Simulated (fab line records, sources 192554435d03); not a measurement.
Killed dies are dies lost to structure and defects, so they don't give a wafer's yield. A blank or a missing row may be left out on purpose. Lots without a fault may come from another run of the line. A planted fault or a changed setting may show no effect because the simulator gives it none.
A struck lot beside a sound one | flow n5_finfet | 14 steps out of a route of 1938
Sound: wafers L691.1, L691.2, L691.3. Struck: wafers L699.2, L699.3, L699.6. The cause comes at the end.
At each step with rows: each side's tool, then ch and its chambers, then its first start. Under that, the readings that differ: sound wafers | struck wafers | difference of the means | sigmas: that difference in standard deviations of wafers without a fault.
alike: readings whose means differ by less than 2 such deviations, and words and numbers that are the same on both sides. not compared: withheld readings, readings that some wafer has no value for, bounds like >300 that may hide the same value, and numbers for which the record gives no deviation and whose values overlap.
The two part at a step that has a row with sigmas, a row that says differs or no value, or rows on one side only. Numbers that don't overlap but have no deviation are shown without sigmas and don't part them. A reading that every wafer of one side lacks parts them only if that side has two wafers or more.

first, 3 steps without rows for these wafers: N5_BEOL_M7_EXPOSE_25 (exposes mask V6, target cd 40 nm); N5_BEOL_M7_PEB_26 (peb time 60 s); N5_BEOL_M7_DEVELOP_27 (develop time 30 s).
N5_BEOL_M7_CD_MEAS_28: target cd 40 nm.
  sound on cd_sem-02 ch 0, day 9 06:02; struck on cd_sem-02 ch 0, day 10 22:49
  alike: cd_nm
N5_BEOL_M7_OVL_MEAS_29:
  sound on overlay-02 ch 0, day 9 06:04; struck on overlay-02 ch 0, day 10 22:51
  alike: V6_OVL
N5_BEOL_M7_INSPECT_30: inspects for defects (brightfield).
  sound on defect_inspect-02, day 9 06:08; struck on defect_inspect-02, day 10 22:54
  alike: raw_defect_count
N5_BEOL_M7_DESCUM_33: chemistry O2, time 7 s.
  sound on rie_diel-02 ch 1,2,3, day 9 06:24; struck on rie_diel-06 ch 0,1,2, day 10 22:58
  alike: drypump_motor_current_A, oes_product_au, rf_vpp_V, showerhead_plenum_p_Torr, throttle_valve_pct
  not compared: rf_hours_counter_h
N5_BEOL_M7_ETCH_72: etches underlayer in N2/H2, target depth 6.5 nm, time 5.2 s.
  sound on rie_diel-02 ch 1,2,3, day 9 06:26; struck on rie_diel-06 ch 0,1,2, day 10 23:01
  alike: drypump_motor_current_A, etch_rf_on_time_s, oes_product_au, rf_fwd_power_W, rf_vpp_V, showerhead_plenum_p_Torr, throttle_valve_pct
  not compared: rf_hours_counter_h
N5_BEOL_M7_ETCH_65: etches SiARC in CF4, target depth 15.6 nm, time 26 s.
  sound on rie_diel-02 ch 1,2,3, day 9 06:27; struck on rie_diel-06 ch 0,1,2, day 10 23:01
  alike: drypump_motor_current_A, etch_rf_on_time_s, oes_product_au, rf_fwd_power_W, rf_vpp_V, showerhead_plenum_p_Torr, throttle_valve_pct
  not compared: rf_hours_counter_h
N5_BEOL_M7_ETCH_66: etches SOC in N2/H2, target depth 80 nm, overetch 16 nm, time 120 s.
  sound on rie_diel-02 ch 1,2,3, day 9 06:29; struck on rie_diel-06 ch 0,1,2, day 10 23:03
  alike: drypump_motor_current_A, oes_product_au, rf_fwd_power_W, rf_vpp_V, showerhead_plenum_p_Torr, throttle_valve_pct
  not compared: rf_hours_counter_h
then, 2 steps without rows for these wafers: N5_BEOL_M7_STRIP_69 (strips in N2/H2); N5_BEOL_M7_STRIP_73 (strips in N2/H2).
N5_BEOL_M7_VIA_ETCH_34: etches SiCOH lowk in C4F6/O2, target depth 125.5 nm, time 50.5 s.
  sound on rie_diel-02 ch 1,2,3, day 9 06:35; struck on rie_diel-06 ch 0,1,2, day 10 23:09
  reading                                  | sound             | struck            | difference | sigmas
  oes_f_703_au (a.u.)                      | 0.89 0.75 0.83    | 0.59 0.56 0.48    | -0.28      | -4
  oes_o_777_au (a.u.)                      | 0.89 0.75 0.83    | 0.64 0.58 0.51    | -0.25      | -4
  rf_fwd_power_W (W)                       | 341.3 343.1 343.0 | 259.6 259.8 258.7 | -83.1      | -64
  rf_vpp_V (V)                             | 660 645 644       | 765 754 767       | +112       | +10
  model.etch.depth_nm (nm)                 | 123.6 122.1 125.5 | 111.6 112.7 113.5 | -11.1      |
  model.SOC_of_BEOL_M7_COAT_63.thk_nm (nm) | 53.8 53.8 53.6    | 54.4 54.4 54.4    | +0.7       |
  alike: O2_flow_sccm, drypump_motor_current_A, oes_product_au, showerhead_plenum_p_Torr, throttle_valve_pct
  not compared: rf_hours_counter_h
then, 1 step without rows for these wafers: N5_BEOL_M7_STRIP_76 (strips in C4F6/O2).

WHERE THEY PART
Only at N5_BEOL_M7_VIA_ETCH_34, within this record.

WHY: what the simulator had put in
Process parameter drift: rie_diel-06, from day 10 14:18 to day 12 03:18, at N5_BEOL_M7_VIA_ETCH_34. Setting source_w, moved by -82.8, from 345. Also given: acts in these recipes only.
